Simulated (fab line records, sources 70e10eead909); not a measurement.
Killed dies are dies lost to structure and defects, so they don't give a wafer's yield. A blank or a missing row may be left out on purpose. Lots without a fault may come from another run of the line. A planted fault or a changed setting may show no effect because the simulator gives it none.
fab line records | flow nand_harc
record lots=12 wafers=36 last_day=33
route steps=1302 shown P_GATE@207 P_CONTACT@247 P_M0@264
lots that met no fault: from a run of the same line without faults
start_h: hours from the record's first day to the start of the lot's first wafer shown | wait_h: hours since the lot's step before | " the same as in the row above | L1.1+2: a row that stands for several wafers | - no value, or no start given | * or withheld: withheld | < > ~ a bound
route shown NAME@n: a module of which the file shows steps, and the number in the route of the first | usual: mean/standard deviation of fault-free wafers | same: alike in all rows | chamber/n: place in a boat | sites: the reading at each site | _std_site: their standard deviation | _edge_site: outer sites' mean less inner sites' | radius_mm: how far each site lies from the wafer's centre | mask NAME#n: copy n | behind: the tool/chamber that last shaped the wafer | hold: why the lot was held/for how many hours/how that ended | device: the transistor (n, p or np) that didn't switch | end of line: the same wafers' tests at the end of the route | a step without rows: its recipe alone | killed: dies lost to structure and defects at the first sort, not the wafer's yield | map: a wafer's dies, x killed, . not, _ none there
set.NAME: the setting as run; set.NAME@STEP: as run at that earlier step | model.NAME: the simulator's own value behind a step, which no gauge read
steps of the route over a sample of lots; a table a step, a row a wafer
services: from which hour (start_h, from the record's first day; less than 0 if before it) a tool's chamber was out of use, for how many hours, and why
## steps
# step NHARC_P_GATE_RTA_64
# recipe temp_c=1050 time_s=1
# usual lamp_power_pct=32.4/2.6 lamp_zone_7_pct=32.8/2.7 wafer_temp_C_max=1055.6/1.2
# same time_s=1
# columns lot.wafer tool chamber start_h wait_h lamp_power_pct lamp_zone_7_pct wafer_temp_C_max
L265.1 rtp_anneal-01 0 153.18 - 30.3 30.7 1056.4
L265.2 " 0 " " 30.3 30.7 1055.2
L265.3 " 0 " " 30.4 30.7 1054.7
L268.1 rtp_anneal-01 0 192.14 - 30.3 30.7 1055.0
L268.4 " 0 " " 30.2 30.7 1057.0
L268.6 " 0 " " 30.3 30.6 1054.9
L271.3 rtp_anneal-02 0 216.23 - 35.7 36.2 1055.9
L271.4 " 0 " " 35.8 36.2 1055.6
L271.5 " 0 " " 35.8 36.2 1054.4
L276.2 rtp_anneal-01 0 260.38 - 30.3 30.7 1054.8
L276.3 " 0 " " 30.3 30.7 1057.5
L276.5 " 0 " " 30.3 30.7 1059.8
L277.2 rtp_anneal-02 0 281.02 - 35.8 36.2 1055.5
L277.3 " 0 " " 35.8 36.2 1054.5
L277.6 " 0 " " 35.7 36.2 1055.7
L278.2 rtp_anneal-02 0 282.57 - 35.7 36.2 1055.0
L278.4 " 0 " " 35.7 36.2 1055.0
L278.5 " 0 " " 35.8 36.1 1053.8
L279.2 rtp_anneal-01 0 298.90 - 30.4 30.7 1056.1
L279.5 " 0 " " 30.4 30.8 1056.1
L279.6 " 0 " " 30.3 30.7 1057.9
L280.1 rtp_anneal-01 0 303.92 - 30.4 30.8 1057.2
L280.2 " 0 " " 30.3 30.7 1054.9
L280.4 " 0 " " 30.4 30.8 1057.5
L281.2 rtp_anneal-02 0 314.36 - 35.8 36.3 1055.5
L281.4 " 0 " " 35.8 36.2 1056.4
L281.5 " 0 " " 35.8 36.2 1055.0
L282.2 rtp_anneal-01 0 322.53 - 30.4 30.8 1055.2
L282.3 " 0 " " 30.3 30.6 1057.0
L282.6 " 0 " " 30.3 30.7 1055.5
L283.2 rtp_anneal-01 0 332.80 - 30.3 30.7 1055.3
L283.3 " 0 " " 30.3 30.7 1056.3
L283.5 " 0 " " 30.4 30.7 1057.2
L284.3 rtp_anneal-01 0 345.04 - 30.3 30.7 1058.1
L284.5 " 0 " " 30.3 30.7 1055.1
L284.6 " 0 " " 30.3 30.7 1056.7
# step NHARC_P_CONTACT_ALD_22
# recipe target_thk_a=30 pulse_time_s=1 ald_cycles=150 temp_c=450 material=TiN
# usual ald_cycles=150/0 heater_power_w=1057/63 precursor_pulse_height_rel=1.001/0.019
# columns lot.wafer tool chamber start_h wait_h ald_cycles heater_power_w precursor_pulse_height_rel
L265.2 ald_metal-02 0 157.92 - 150 1001 1.018
L265.1 " 1 " " 150 1163 1.001
L265.3 " 3 " " 150 1061 0.992
L268.4 ald_metal-02 0 197.03 - 146 981 1.005
L268.1 " 2 " " 146 1057 0.994
L268.6 " 0 " " 146 1000 1.048
L271.3 ald_metal-02 3 221.31 - 146 1062 1.026
L271.4 " 0 " " 146 986 1.003
L271.5 " 3 " " 146 1083 0.950
L276.2 ald_metal-01 1 265.26 - 150 1022 1.009
L276.3 " 2 " " 150 1163 1.010
L276.5 " 0 " " 150 979 1.014
L277.3 ald_metal-01 1 286.03 - 150 1066 1.008
L277.2 " 2 " " 150 1181 0.999
L277.6 " 1 " " 150 1046 1.027
L278.2 ald_metal-02 2 287.62 - 150 1018 0.999
L278.4 " 3 " " 150 1065 1.001
L278.5 " 1 " " 150 1156 1.020
L279.2 ald_metal-02 0 303.92 - 150 953 1.007
L279.6 " 3 " " 150 1040 1.015
L279.5 " 0 " " 150 982 1.027
L280.2 ald_metal-01 1 308.94 - 150 1056 1.003
L280.4 " 3 " " 150 1066 1.040
L280.1 " 0 " " 150 988 0.999
L281.2 ald_metal-02 1 319.14 - 150 1130 1.011
L281.4 " 3 " " 150 1040 1.009
L281.5 " 0 " " 150 961 0.999
L282.2 ald_metal-01 0 328.05 - 150 996 1.012
L282.3 " 2 " " 150 1131 1.016
L282.6 " 0 " " 150 981 1.001
L283.2 ald_metal-03 2 337.90 - 150 992 1.010
L283.3 " 1 " " 150 1040 1.006
L283.5 " 3 " " 150 1141 0.980
L284.3 ald_metal-02 0 350.09 - 150 958 0.993
L284.6 " 3 " " 150 1055 0.996
L284.5 " 0 " " 150 968 1.006
# step NHARC_P_M0_OVL_MEAS_10
# recipe pitch_nm=180
# usual overlay_x_nm=-0.1/0.89 overlay_y_nm=0.0/0.96
# columns lot.wafer tool chamber start_h wait_h overlay_x_nm overlay_y_nm
L265.1 overlay-02 - 160.17 - -0.9 -1.2
L265.2 " - " " -1.4 -1.9
L265.3 " - " " -1.0 -2.2
L268.1 overlay-01 - 199.84 - -0.7 1.9
L268.4 " - " " -0.5 1.7
L268.6 " - " " -0.7 1.9
L271.3 overlay-02 - 225.21 - 1.5 -0.4
L271.4 " - " " 1.3 0.3
L271.5 " - " " 1.1 0.4
L276.2 overlay-01 - 267.60 - -0.3 0.2
L276.3 " - " " 0.2 0.4
L276.5 " - " " -0.6 0.6
L277.2 overlay-02 - 288.24 - -0.1 0.5
L277.3 " - " " 0.4 0.5
L277.6 " - " " -0.5 0.9
L278.2 overlay-01 - 290.25 - 0.1 0.7
L278.4 " - " " -0.4 1.1
L278.5 " - " " 0.6 0.4
L279.2 overlay-02 - 306.12 - -0.5 -0.6
L279.5 " - " " -1.5 -0.6
L279.6 " - " " -0.6 -0.6
L280.1 overlay-01 - 311.07 - 0.4 0.7
L280.2 " - " " 0.6 0.6
L280.4 " - " " 0.4 0.7
L281.2 overlay-02 - 321.23 - -1.2 0.5
L281.4 " - " " -0.7 0.6
L281.5 " - " " -0.9 0.2
L282.2 overlay-02 - 330.32 - 0.3 -0.5
L282.3 " - " " 1.1 -0.9
L282.6 " - " " 0.2 -0.4
L283.2 overlay-01 - 340.05 - 0.5 -0.5
L283.3 " - " " -0.5 -0.5
L283.5 " - " " -0.7 -1.0
L284.3 overlay-01 - 352.32 - 1.2 -1.3
L284.5 " - " " 0.5 -1.1
L284.6 " - " " 1.1 -1.5
# step NHARC_P_M0_DESCUM_14
# recipe time_s=3 o2_flow_sccm=200 ar_flow_sccm=0 bias_power_w=0 chemistry=O2
# usual drypump_motor_current_A=5.8/0.48 oes_product_au=1.001/0.011 rf_vpp_V=57.8/0.84 showerhead_plenum_p_Torr=1.89/0.083 throttle_valve_pct=11.311/0.0074
# same time_s=3
# columns lot.wafer tool chamber start_h wait_h drypump_motor_current_A oes_product_au rf_hours_counter_h rf_vpp_V showerhead_plenum_p_Torr throttle_valve_pct
L265.3 rie_diel-06 0 160.27 0.1 5.7 0.997 8 58.9 2.02 11.318
L265.1 " 1 " " 5.5 0.992 7 57.8 1.98 11.316
L265.2 " 2 " " 5.0 1.015 8 57.6 1.91 11.300
L268.1 rie_diel-01 0 199.96 0.1 5.5 0.998 47 59.4 1.93 11.316
L268.4 " 1 " " 6.7 1.010 53 57.8 1.96 11.329
L268.6 " 2 " " 5.7 0.986 - 58.7 1.92 11.312
L271.4 rie_diel-04 0 225.31 0.1 6.6 1.012 6 58.1 2.02 11.311
L271.3 " 2 " " 5.8 1.012 8 58.2 1.80 11.307
L271.5 " 0 " " 6.5 1.001 - 57.7 2.02 11.313
L276.3 rie_diel-06 3 267.72 0.1 6.5 0.996 48 57.8 1.79 11.308
L276.2 " 0 " " 5.6 1.012 46 58.5 2.01 11.316
L276.5 " 2 " " 5.0 1.028 - 56.5 1.90 11.313
L277.3 rie_diel-04 2 288.35 0.1 5.8 0.997 19 58.3 1.79 11.313
L277.2 " 0 " " 6.6 1.004 15 58.5 2.02 11.308
L277.6 " 1 " " 5.9 0.990 - 59.0 1.85 11.305
L278.4 rie_diel-06 2 290.36 0.1 5.0 1.013 51 58.7 1.90 11.315
L278.2 " 3 " " 6.5 1.004 53 56.3 1.79 11.312
L278.5 " 1 " " 5.4 0.988 - 56.7 1.97 11.325
L279.2 rie_diel-04 1 306.24 0.1 5.9 0.990 20 58.0 1.85 11.315
L279.6 " 2 " " 5.8 0.997 - 56.7 1.79 11.327
L279.5 " 3 " " 5.6 1.000 - 56.0 1.83 11.303
L280.2 rie_diel-04 2 311.17 0.1 5.8 1.004 24 56.7 1.79 11.312
L280.1 " 0 " " 6.6 1.010 20 57.4 2.01 11.323
L280.4 " 1 " " 5.9 0.991 21 58.7 1.85 11.312
L281.2 rie_diel-06 2 321.35 0.1 5.0 1.006 1 57.3 1.90 11.320
L281.4 " 3 " " 6.5 1.018 1 57.8 1.79 11.294
L281.5 " 0 " " 5.7 1.004 - 57.4 2.01 11.295
L282.2 rie_diel-01 2 330.42 0.1 5.7 0.989 44 58.6 1.91 11.305
L282.3 " 0 " " 5.5 0.996 48 57.9 1.92 11.309
L282.6 " 2 " " 5.7 0.997 - 57.7 1.91 11.315
L283.2 rie_diel-04 1 340.19 0.1 5.9 0.992 26 56.8 1.85 11.314
L283.3 " 2 " " 5.8 1.002 29 57.7 1.79 11.311
L283.5 " 1 " " 5.9 0.995 - 57.4 1.85 11.318
L284.3 rie_diel-06 2 352.41 0.1 5.0 0.997 13 56.5 1.89 11.314
L284.6 " 2 " " 5.0 1.000 - 58.0 1.89 11.313
L284.5 " 3 " " 6.5 1.002 - 58.8 1.79 11.324
## services
# columns tool chamber start_h hours kind
rie_diel-06 - 130.25 9.0 pm
rie_diel-01 2 136.15 1.5 repair
rie_diel-04 3 142.34 4.6 repair
rie_diel-04 2 152.29 11.4 repair
ald_metal-01 0 157.49 22.9 repair
rie_diel-04 0 167.20 4.7 repair
rie_diel-04 1 168.83 6.3 repair
ald_metal-01 - 170.00 10.0 pm
rie_diel-04 - 178.46 9.0 pm
ald_metal-01 2 189.91 25.1 repair
rie_diel-01 - 204.26 9.0 pm
rie_diel-01 2 228.94 4.3 repair
rie_diel-01 1 240.79 5.2 repair
ald_metal-01 0 241.57 5.9 repair
ald_metal-02 - 254.00 10.0 pm
rie_diel-04 1 260.17 2.2 repair
rie_diel-01 1 263.10 19.6 repair
ald_metal-02 3 288.89 11.9 repair
rie_diel-04 1 301.27 1.5 repair
rie_diel-06 - 307.25 9.0 pm
rie_diel-01 0 313.91 2.8 repair
ald_metal-01 0 332.13 4.7 repair
ald_metal-01 - 348.00 10.0 pm
ald_metal-02 0 350.94 8.3 repair
## key
first_sign step=NHARC_P_CONTACT_ALD_22 reading=ald_cycles direction=down sigmas=99+ usual=150 struck=146
effect none on later readings
met_at NHARC_P_CONTACT_ALD_22
struck_lots L268,L271
tester_left_out L268,L271
not_acting_at NHARC_P_GATE_RTA_64,NHARC_P_M0_OVL_MEAS_10,NHARC_P_M0_DESCUM_14
onset_between 157.92 197.03
fault kind=process_parameter_drift tool=ald_metal-02 chamber=- onset_h=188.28 steps=NHARC_P_CONTACT_ALD_22 channel=ald_cycles offset=-4 shape=step end_h=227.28 acts_in=these_recipes_only stated=150
# tester_left_out: of these lots the tester's yield and bins aren't shown, on N5 and GAA mostly nor the transistor test; their killed dies are dies lost to structure and defects alone, not to doping, threshold or leakage, so they don't give the yield
